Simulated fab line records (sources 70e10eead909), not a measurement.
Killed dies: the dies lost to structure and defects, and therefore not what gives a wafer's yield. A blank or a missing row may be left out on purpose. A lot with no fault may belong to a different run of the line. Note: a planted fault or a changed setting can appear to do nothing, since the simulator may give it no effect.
What tool caused it? :: flow nand-harc :: 12 lots, 36 wafers sampled, at 3 steps of a route of 1159

## WHAT THE GAUGES SHOWED, per wafer
NHARC_P_ZERO_WELL_CD_MEAS_37: the cd target is 720 nm.
lot: L793
measured: day 2 03:59
on: cd-sem-03
cd-nm (nm): 720.2 719.5 723.7

lot: L794
measured: day 2 10:16
on: cd-sem-02
cd-nm (nm): 722.4 718.2 720.0

lot: L795
measured: day 2 16:16
on: cd-sem-03
cd-nm (nm): 718.9 717.3 717.8

lot: L799
measured: day 3 16:07
on: cd-sem-01
cd-nm (nm): 722.0 718.1 717.7

lot: L800
measured: day 3 22:07
on: cd-sem-02
cd-nm (nm): 718.7 718.9 723.3

lot: L801
measured: day 4 04:13
on: cd-sem-01
cd-nm (nm): 723.2 723.2 721.8

lot: L804
measured: day 4 22:05
on: cd-sem-02
cd-nm (nm): 718.7 720.4 719.1

lot: L805
measured: day 5 04:08
on: cd-sem-01
cd-nm (nm): 720.3 720.9 720.3

lot: L806
measured: day 5 10:14
on: cd-sem-03
cd-nm (nm): 718.2 719.6 719.7

lot: L811
measured: day 6 16:02
on: cd-sem-02
cd-nm (nm): 730.7 726.0 728.7

lot: L812
measured: day 6 22:14
on: cd-sem-01
cd-nm (nm): 727.4 728.6 730.3

lot: L814
measured: day 7 10:07
on: cd-sem-01
cd-nm (nm): 728.0 731.3 729.5

## WHICH TOOL RAN EACH LOT (tool, then ch and the chambers of the sampled wafers, then the start)
lot: L793
NHARC_P_ZERO_WELL_ETCH_62: rie-diel-10 ch 1,3, day 2 03:53 or earlier
NHARC_P_ZERO_WELL_PEB_35: litho-track-07 ch 0, day 2 03:53

lot: L794
NHARC_P_ZERO_WELL_ETCH_62: rie-diel-10 ch 0,1,2, day 2 10:10 or earlier
NHARC_P_ZERO_WELL_PEB_35: litho-track-07 ch 0, day 2 10:10

lot: L795
NHARC_P_ZERO_WELL_ETCH_62: rie-diel-03 ch 0,1,3, day 2 16:10 or earlier
NHARC_P_ZERO_WELL_PEB_35: litho-track-07 ch 0, day 2 16:10

lot: L799
NHARC_P_ZERO_WELL_ETCH_62: rie-diel-10 ch 0,1,2, day 3 16:01 or earlier
NHARC_P_ZERO_WELL_PEB_35: litho-track-02 ch 0, day 3 16:01

lot: L800
NHARC_P_ZERO_WELL_ETCH_62: rie-diel-10 ch 0,1, day 3 22:02 or earlier
NHARC_P_ZERO_WELL_PEB_35: litho-track-07 ch 0, day 3 22:02

lot: L801
NHARC_P_ZERO_WELL_ETCH_62: rie-diel-10 ch 0,2,3, day 4 04:08 or earlier
NHARC_P_ZERO_WELL_PEB_35: litho-track-03 ch 0, day 4 04:08

lot: L804
NHARC_P_ZERO_WELL_ETCH_62: rie-diel-03 ch 1,2,3, day 4 22:00 or earlier
NHARC_P_ZERO_WELL_PEB_35: litho-track-07 ch 0, day 4 22:00

lot: L805
NHARC_P_ZERO_WELL_ETCH_62: rie-diel-11 ch 0,3, day 5 04:02 or earlier
NHARC_P_ZERO_WELL_PEB_35: litho-track-03 ch 0, day 5 04:02

lot: L806
NHARC_P_ZERO_WELL_ETCH_62: rie-diel-03 ch 0,2,3, day 5 10:09 or earlier
NHARC_P_ZERO_WELL_PEB_35: litho-track-02 ch 0, day 5 10:09

lot: L811
NHARC_P_ZERO_WELL_ETCH_62: rie-diel-11 ch 0,3, day 6 15:56 or earlier
NHARC_P_ZERO_WELL_PEB_35: litho-track-03 ch 0, day 6 15:56

lot: L812
NHARC_P_ZERO_WELL_ETCH_62: rie-diel-11 ch 1,2,3, day 6 22:08 or earlier
NHARC_P_ZERO_WELL_PEB_35: litho-track-03 ch 0, day 6 22:08

lot: L814
NHARC_P_ZERO_WELL_ETCH_62: rie-diel-11 ch 0,3, day 7 10:01 or earlier
NHARC_P_ZERO_WELL_PEB_35: litho-track-03 ch 0, day 7 10:01
- NHARC_P_ZERO_WELL_ETCH_62: etches the open film in CHF3/Ar, target depth 13 nm, time 6.5 s.
- NHARC_P_ZERO_WELL_PEB_35: peb time 85 s.

## WHAT THE TOOLS THEMSELVES READ (means of the sampled wafers that have a number; where no wafer has one, the mark that the record gives instead)
NHARC_P_ZERO_WELL_ETCH_62.
lot: L793
tool: rie-diel-10
drypump-motor-current-A (A): 5.2
oes-product-au (a.u.): 0.961
rf-vpp-V (V): 373.2
showerhead-plenum-p-Torr (Torr): 2.43
throttle-valve-pct (%): 20.218

lot: L794
tool: rie-diel-10
drypump-motor-current-A (A): 5.6
oes-product-au (a.u.): 0.963
rf-vpp-V (V): 369.0
showerhead-plenum-p-Torr (Torr): 2.27
throttle-valve-pct (%): 20.215

lot: L795
tool: rie-diel-03
drypump-motor-current-A (A): 6.0
oes-product-au (a.u.): 0.984
rf-vpp-V (V): 371.5
showerhead-plenum-p-Torr (Torr): 2.36
throttle-valve-pct (%): 20.222

lot: L799
tool: rie-diel-10
drypump-motor-current-A (A): 5.6
oes-product-au (a.u.): 0.941
rf-vpp-V (V): 368.2
showerhead-plenum-p-Torr (Torr): 2.27
throttle-valve-pct (%): 20.217

lot: L800
tool: rie-diel-10
drypump-motor-current-A (A): 5.8
oes-product-au (a.u.): 0.962
rf-vpp-V (V): 368.8
showerhead-plenum-p-Torr (Torr): 2.27
throttle-valve-pct (%): 20.216

lot: L801
tool: rie-diel-10
drypump-motor-current-A (A): 5.4
oes-product-au (a.u.): 0.976
rf-vpp-V (V): 370.6
showerhead-plenum-p-Torr (Torr): 2.34
throttle-valve-pct (%): 20.211

lot: L804
tool: rie-diel-03
drypump-motor-current-A (A): 5.9
oes-product-au (a.u.): 0.971
rf-vpp-V (V): 369.8
showerhead-plenum-p-Torr (Torr): 2.32
throttle-valve-pct (%): 20.215

lot: L805
tool: rie-diel-11
drypump-motor-current-A (A): 6.0
oes-product-au (a.u.): 0.936
rf-vpp-V (V): 372.4
showerhead-plenum-p-Torr (Torr): 2.44
throttle-valve-pct (%): 20.220

lot: L806
tool: rie-diel-03
drypump-motor-current-A (A): 5.8
oes-product-au (a.u.): 0.972
rf-vpp-V (V): 371.6
showerhead-plenum-p-Torr (Torr): 2.41
throttle-valve-pct (%): 20.201

lot: L811
tool: rie-diel-11
drypump-motor-current-A (A): 5.4
oes-product-au (a.u.): 0.956
rf-vpp-V (V): 373.1
showerhead-plenum-p-Torr (Torr): 2.46
throttle-valve-pct (%): 20.223

lot: L812
tool: rie-diel-11
drypump-motor-current-A (A): 6.3
oes-product-au (a.u.): 0.953
rf-vpp-V (V): 371.6
showerhead-plenum-p-Torr (Torr): 2.41
throttle-valve-pct (%): 20.217

lot: L814
tool: rie-diel-11
drypump-motor-current-A (A): 5.5
oes-product-au (a.u.): 0.965
rf-vpp-V (V): 371.7
showerhead-plenum-p-Torr (Torr): 2.46
throttle-valve-pct (%): 20.215

NHARC_P_ZERO_WELL_PEB_35.
lot: L793
tool: litho-track-07
heater-power-total-W (W): 163.88
plate-temp-C (C): 118.09

lot: L794
tool: litho-track-07
heater-power-total-W (W): 163.95
plate-temp-C (C): 118.01

lot: L795
tool: litho-track-07
heater-power-total-W (W): 164.20
plate-temp-C (C): 117.95

lot: L799
tool: litho-track-02
heater-power-total-W (W): 163.94
plate-temp-C (C): 118.10

lot: L800
tool: litho-track-07
heater-power-total-W (W): 164.09
plate-temp-C (C): 118.06

lot: L801
tool: litho-track-03
heater-power-total-W (W): 163.73
plate-temp-C (C): 118.03

lot: L804
tool: litho-track-07
heater-power-total-W (W): 163.89
plate-temp-C (C): 118.10

lot: L805
tool: litho-track-03
heater-power-total-W (W): 163.99
plate-temp-C (C): 117.97

lot: L806
tool: litho-track-02
heater-power-total-W (W): 163.68
plate-temp-C (C): 117.99

lot: L811
tool: litho-track-03
heater-power-total-W (W): 178.84
plate-temp-C (C): 125.88

lot: L812
tool: litho-track-03
heater-power-total-W (W): 178.40
plate-temp-C (C): 125.95

lot: L814
tool: litho-track-03
heater-power-total-W (W): 178.39
plate-temp-C (C): 125.74

## THE ANSWER, worked out from the rows above alone
Rule: the usual values come from the lots themselves. The widest of any qualifying gaps counts: lots, ordered by their means at a reading, are off when they make up no more than a third of the lots, leave a main group of 4 or more, and stand apart from it by 3 or more times the standard deviation of that group's means. A main group is skipped when, at the precision printed for the reading in the tables above, its means are all equal. A lot without any number at a reading at which 4 lots or more have one is off too. The other lots that the step has rows for count as sound. The gauges are gone through in route order, then the tools' own readings, and for those a lot's mean is taken as printed above. The first step at which some lot is off is used, and at that step the reading that is off furthest; a lot without a number counts as furthest.
Off: L811, L812, L814 (NHARC_P_ZERO_WELL_CD_MEAS_37, cd-nm). The main group: mean 720.1 nm, standard deviation 1.3.
A tool fits if, at a process step before that reading, it ran every lot that is off, and no sound lot after the first of them. The gauges at NHARC_P_ZERO_WELL_CD_MEAS_37 aren't tried: what is off there is off at NHARC_P_ZERO_WELL_PEB_35 too, on other tools, and a gauge's error can't cause that. NHARC_P_ZERO_WELL_ETCH_62: start missing for some lots; hours and lot order therefore follow NHARC_P_ZERO_WELL_PEB_35. This does not decide it: 2 tools fit, namely rie-diel-11 at NHARC_P_ZERO_WELL_ETCH_62 and litho-track-03 at NHARC_P_ZERO_WELL_PEB_35.

## WHAT WAS PUT IN BY THE SIMULATOR
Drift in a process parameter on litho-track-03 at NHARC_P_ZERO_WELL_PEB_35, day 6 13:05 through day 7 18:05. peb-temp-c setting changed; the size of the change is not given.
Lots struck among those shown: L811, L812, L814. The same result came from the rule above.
